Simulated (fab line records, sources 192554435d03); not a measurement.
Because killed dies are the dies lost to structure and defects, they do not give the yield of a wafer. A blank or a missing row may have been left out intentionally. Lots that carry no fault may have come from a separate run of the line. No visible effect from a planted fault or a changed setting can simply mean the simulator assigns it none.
Struck lot and sound lot, side by side ; flow n5_finfet ; 14 steps out of a route of 1938
Sound: wafers L733.1, L733.4, L733.5. Struck: wafer L744.1 (left out: L744.5, a lot-mate that was not struck); the cause follows at the end.
At each step with rows: each side's tool, then ch and its chambers, then its first start. Under that, the readings that differ: sound wafers ; struck wafers ; difference of the means ; sigmas: that difference in standard deviations of wafers without a fault.
alike: a reading whose means differ by less than 2 such deviations, as well as words and numbers matching on both sides. not compared: withheld readings; readings where some wafer has no value; bounds like >300 that might hide an equal value; numbers whose values overlap and for which the record gives no deviation.
A row with sigmas, a row that says differs or no value, or rows on one side alone: a step with any of these is where the two part. Numbers that don't overlap but have no deviation are shown without sigmas and don't part them. A reading that every wafer of one side lacks parts them only if that side has two wafers or more.

first, 8 steps without rows for these wafers: N5_PASSIVATION_HMDS_37 (time 60 s); N5_PASSIVATION_COAT_38; N5_PASSIVATION_EBR_40; N5_PASSIVATION_SOFTBAKE_39 (time 120 s); N5_PASSIVATION_EXPOSE_41 (exposes mask PASS OPEN, defocus 0 nm, target cd 40000 nm); N5_PASSIVATION_PEB_42; N5_PASSIVATION_DEVELOP_43 (develop time 60 s); N5_PASSIVATION_HARDBAKE_45 (time 120 s).
N5_PASSIVATION_CD_MEAS_44: target cd 40000 nm.
  sound on cd_sem-03 ch 0, day 13 11:38; struck on cd_sem-03 ch 0, day 16 13:43
  alike: cd_nm
N5_PASSIVATION_OVL_MEAS_66:
  sound on overlay-02 ch 0, day 13 11:40; struck on overlay-02 ch 0, day 16 13:44
  alike: PASS_OPEN_OVL
N5_PASSIVATION_INSPECT_67: inspects for defects (macro).
  sound: defect_inspect-01 at day 13 11:41; struck: defect_inspect-02 at day 16 13:46
  alike: raw_defect_count
N5_PASSIVATION_DESCUM_46: chemistry O2, time 7.9 s.
  sound on rie_diel-06 ch 0,2,3, day 13 12:06; struck on rie_diel-06 ch 3, day 16 13:48
  alike: drypump_motor_current_A, oes_product_au, rf_vpp_V, showerhead_plenum_p_Torr, temp_c, throttle_valve_pct
  not compared: rf_hours_counter_h
N5_PASSIVATION_PASS_ETCH_47: etches SiNx in CF4/O2, target depth 770 nm, time 385 s.
  sound on rie_diel-06 ch 0,2,3, day 13 12:08; struck on rie_diel-06 ch 3, day 16 13:50
reading;sound;struck;difference;sigmas
model.etch.depth_nm (nm);761 791.4 773.3;438.7;-336.5;
  alike: drypump_motor_current_A, oes_product_au, rf_vpp_V, showerhead_plenum_p_Torr, throttle_valve_pct
  not compared: rf_hours_counter_h
N5_PASSIVATION_ETCH_54: etches SiO2 in CHF3/O2, target depth 880 nm, time 440 s.
  sound on rie_diel-06 ch 0,2,3, day 13 12:22; struck on rie_diel-06 ch 3, day 16 14:04
  alike: CHF3_flow_sccm, drypump_motor_current_A, oes_product_au, rf_vpp_V, showerhead_plenum_p_Torr, throttle_valve_pct
  not compared: rf_hours_counter_h

## WHERE THEY PART
Nowhere in this record.

WHY: the cause the simulator had injected
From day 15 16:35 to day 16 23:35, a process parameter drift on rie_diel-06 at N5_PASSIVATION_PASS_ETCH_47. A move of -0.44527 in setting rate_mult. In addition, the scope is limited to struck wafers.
